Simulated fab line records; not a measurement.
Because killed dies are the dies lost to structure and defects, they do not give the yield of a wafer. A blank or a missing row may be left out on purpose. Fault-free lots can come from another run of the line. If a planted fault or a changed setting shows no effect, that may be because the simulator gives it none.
Which tool did it?    flow nandHarc    11 lots, 33 wafers sampled, at 4 steps of a route of 1302

## WHAT EACH GAUGE READ, for each wafer
No reading from a measuring or inspecting step in the record can be judged against a usual standard deviation.

## TOOL THAT RAN EACH LOT (tool first, then ch and the chambers of the sampled wafers, then the start)
lot   NHARC_A_SLIT_ETCH_26             NHARC_A_WL_FILL_STRIP_29           NHARC_A_WL_FILL_ETCHBACK_17       NHARC_A_WL_FILL_ETCHBACK_26
L493  harEtch-02 ch 0,1, day 20 01:43  rieDiel-12 ch 2,3, day 20 21:06    rieMetal-01 ch 0,1, day 20 21:11  rieSi-04 ch 0,1, day 21 03:00
L494  harEtch-02 ch 0,1, day 20 11:55  rieDiel-12 ch 0,2, day 21 07:25    rieMetal-02 ch 0,1, day 21 07:32  rieSi-04 ch 0,2,3, day 21 12:42
L505  harEtch-01 ch 0,1, day 24 22:52  rieDiel-12 ch 1,2,3, day 25 19:25  rieMetal-01 ch 0,1, day 25 19:32  rieSi-04 ch 0,1,3, day 26 00:45
L507  harEtch-01 ch 0,1, day 26 06:58  rieDiel-11 ch 0,2,3, day 27 02:47  rieMetal-03 ch 0,1, day 27 02:52  rieSi-01 ch 0,2,3, day 27 08:05
L508  harEtch-02 ch 0,1, day 26 15:03  rieDiel-12 ch 0,1,3, day 27 12:32  rieMetal-03 ch 0,1, day 27 12:40  rieSi-01 ch 0,1,3, day 27 17:59
L510  harEtch-01 ch 1, day 27 10:24    rieDiel-11 ch 0,3, day 28 07:08    rieMetal-02 ch 1, day 28 07:13    rieSi-01 ch 0,1,2, day 28 12:25
L512  harEtch-02 ch 0,1, day 27 13:46  rieDiel-12 ch 1,2,3, day 28 07:05  rieMetal-01 ch 0,1, day 28 07:11  rieSi-02 ch 0,1,3, day 28 12:24
L513  harEtch-01 ch 0,1, day 28 21:51  rieDiel-11 ch 1,2,3, day 29 17:40  rieMetal-03 ch 0,1, day 29 17:47  rieSi-02 ch 1,2,3, day 29 23:01
L514  harEtch-01 ch 0,1, day 29 08:01  rieDiel-10 ch 0,1,2, day 30 03:57  rieMetal-02 ch 0,1, day 30 04:04  rieSi-01 ch 0,1, day 30 09:12
L516  harEtch-01 ch 0,1, day 29 16:16  rieDiel-11 ch 2,3, day 30 14:45    rieMetal-01 ch 0,1, day 30 14:53  rieSi-04 ch 2,3, day 30 20:05
L515  harEtch-02 ch 0,1, day 29 18:48  rieDiel-12 ch 1,3, day 31 05:41    rieMetal-01 ch 0,1, day 31 05:49  rieSi-02 ch 2,3, day 31 11:01
- NHARC_A_SLIT_ETCH_26: etches the open film in C4F8/O2/Ar, time 90 s, target depth 400 nm.
- NHARC_A_WL_FILL_STRIP_29: strips in O2, time 20 s.
- NHARC_A_WL_FILL_ETCHBACK_17: etches the open film in Cl2/BCl3, target depth 4 nm, time 26.7 s.
- NHARC_A_WL_FILL_ETCHBACK_26: etches the open film in HBr, target depth 52 nm, time 13.3 s.

## AS READ BY THE TOOLS THEMSELVES (means over the sampled wafers that have a number; for cases with no such wafer, the mark the record gives instead)
NHARC_A_SLIT_ETCH_26. Usual: drypumpMotorCurrentA 6.03 A, standard deviation 0.13; heBacksideLeakSccm 6.5 sccm, standard deviation 0.85; oesAirLineAu 1.000 a.u., standard deviation 0.02; showerheadPlenumPTorr 3.67 Torr, standard deviation 0.036; throttleValvePct 27.619 %, standard deviation 0.0095.
lot   tool        drypumpMotorCurrentA (A)  heBacksideLeakSccm (sccm)  oesAirLineAu (a.u.)  showerheadPlenumPTorr (Torr)  throttleValvePct (%)  flag
L493  harEtch-02  6.12                      6.0                        1.000                3.73                          27.624                
L494  harEtch-02  6.12                      5.9                        1.021                3.72                          27.621                
L505  harEtch-01  5.92                      6.2                        0.997                3.64                          27.623                
L507  harEtch-01  6.01                      6.3                        1.029                3.63                          27.612                
L508  harEtch-02  6.11                      6.1                        0.992                3.68                          27.612                
L510  harEtch-01  5.84                      7.0                        0.996                3.62                          27.625                
L512  harEtch-02  6.06                      6.5                        0.990                3.67                          27.614                
L513  harEtch-01  5.92                      6.8                        0.980                3.61                          27.618                
L514  harEtch-01  6.01                      6.5                        1.014                3.61                          27.613                
L516  harEtch-01  6.01                      6.6                        1.016                3.61                          27.620                
L515  harEtch-02  6.12                      6.4                        0.988                3.65                          27.607                

NHARC_A_WL_FILL_STRIP_29. Usual: drypumpMotorCurrentA 5.8 A, standard deviation 0.4; oesProductAu 1.004 a.u., standard deviation 0.01; rfVppV 58.0 V, standard deviation 0.72; showerheadPlenumPTorr 3.58 Torr, standard deviation 0.14; throttleValvePct 17.037 %, standard deviation 0.0083.
lot   tool        drypumpMotorCurrentA (A)  oesProductAu (a.u.)  rfVppV (V)  showerheadPlenumPTorr (Torr)  throttleValvePct (%)  flag
L493  rieDiel-12  5.7                       1.004                57.4        3.46                          17.039                
L494  rieDiel-12  6.1                       1.008                57.5        3.41                          17.044                
L505  rieDiel-12  5.6                       1.013                57.9        3.54                          17.037                
L507  rieDiel-11  6.0                       1.008                58.1        3.75                          17.050                
L508  rieDiel-12  5.7                       1.006                57.4        3.48                          17.037                
L510  rieDiel-11  6.1                       1.001                58.1        3.75                          17.033                
L512  rieDiel-12  5.6                       0.996                57.8        3.54                          17.043                
L513  rieDiel-11  5.8                       1.009                58.0        3.67                          17.035                
L514  rieDiel-10  5.7                       0.992                58.2        3.54                          17.033                
L516  rieDiel-11  5.6                       1.003                58.0        3.74                          17.036                
L515  rieDiel-12  5.5                       1.003                57.7        3.50                          17.044                

NHARC_A_WL_FILL_ETCHBACK_17. Usual: drypumpMotorCurrentA 5.58 A, standard deviation 0.27; heBacksideLeakSccm 3.35 sccm, standard deviation 0.18; oesProductAu 0.997 a.u., standard deviation 0.0084.
lot   tool         drypumpMotorCurrentA (A)  heBacksideLeakSccm (sccm)  oesProductAu (a.u.)  flag
L493  rieMetal-01  5.55                      3.32                       0.988                
L494  rieMetal-02  5.59                      3.39                       1.008                
L505  rieMetal-01  5.55                      3.36                       0.990                
L507  rieMetal-03  5.41                      3.34                       1.000                
L508  rieMetal-03  5.59                      3.27                       0.988                
L510  rieMetal-02  5.54                      3.35                       1.002                
L512  rieMetal-01  5.75                      3.45                       0.998                
L513  rieMetal-03  5.60                      3.29                       1.002                
L514  rieMetal-02  5.60                      3.37                       0.994                
L516  rieMetal-01  5.55                      3.36                       0.988                
L515  rieMetal-01  5.56                      3.32                       0.996                

NHARC_A_WL_FILL_ETCHBACK_26. Usual: drypumpMotorCurrentA 5.7 A, standard deviation 0.45; heBacksideLeakSccm 2.69 sccm, standard deviation 0.25; oesProductAu 1.004 a.u., standard deviation 0.0098; throttleValvePct 23.266 %, standard deviation 0.0086.
lot   tool      drypumpMotorCurrentA (A)  heBacksideLeakSccm (sccm)  oesProductAu (a.u.)  throttleValvePct (%)  flag
L493  rieSi-04  5.2                       2.63                       0.999                23.260                
L494  rieSi-04  5.5                       2.87                       1.010                23.268                
L505  rieSi-04  5.5                       2.85                       0.921                23.265                OFF
L507  rieSi-01  5.6                       2.53                       1.013                23.269                
L508  rieSi-01  6.0                       2.51                       1.002                23.268                
L510  rieSi-01  5.8                       2.65                       1.005                23.262                
L512  rieSi-02  5.9                       2.67                       1.004                23.259                
L513  rieSi-02  6.1                       2.86                       1.001                23.261                
L514  rieSi-01  6.3                       2.83                       0.993                23.266                
L516  rieSi-04  5.7                       2.73                       1.011                23.274                
L515  rieSi-02  6.0                       2.88                       0.992                23.265                

## THE ANSWER, worked out from the rows above alone
Rule: lot off if the mean of its wafers having a number is beyond 3 standard deviations from the usual mean. A lot without any number at a reading at which 4 lots or more have one is off too. Any other lot the step has rows for is counted as sound. First the gauges in route order, then the tools' own readings, where a lot's mean is used as printed above. At the first step where some lot is off, the reading lying furthest off is the one used; lots without a number count as furthest.
Off: L505, at NHARC_A_WL_FILL_ETCHBACK_26 (oesProductAu).
A tool fits if, at that step or a process step before it, it ran every lot that is off, and no sound lot after the first of them. Not one of the candidates tried fits.

## WHAT HAD BEEN PUT IN BY THE SIMULATOR
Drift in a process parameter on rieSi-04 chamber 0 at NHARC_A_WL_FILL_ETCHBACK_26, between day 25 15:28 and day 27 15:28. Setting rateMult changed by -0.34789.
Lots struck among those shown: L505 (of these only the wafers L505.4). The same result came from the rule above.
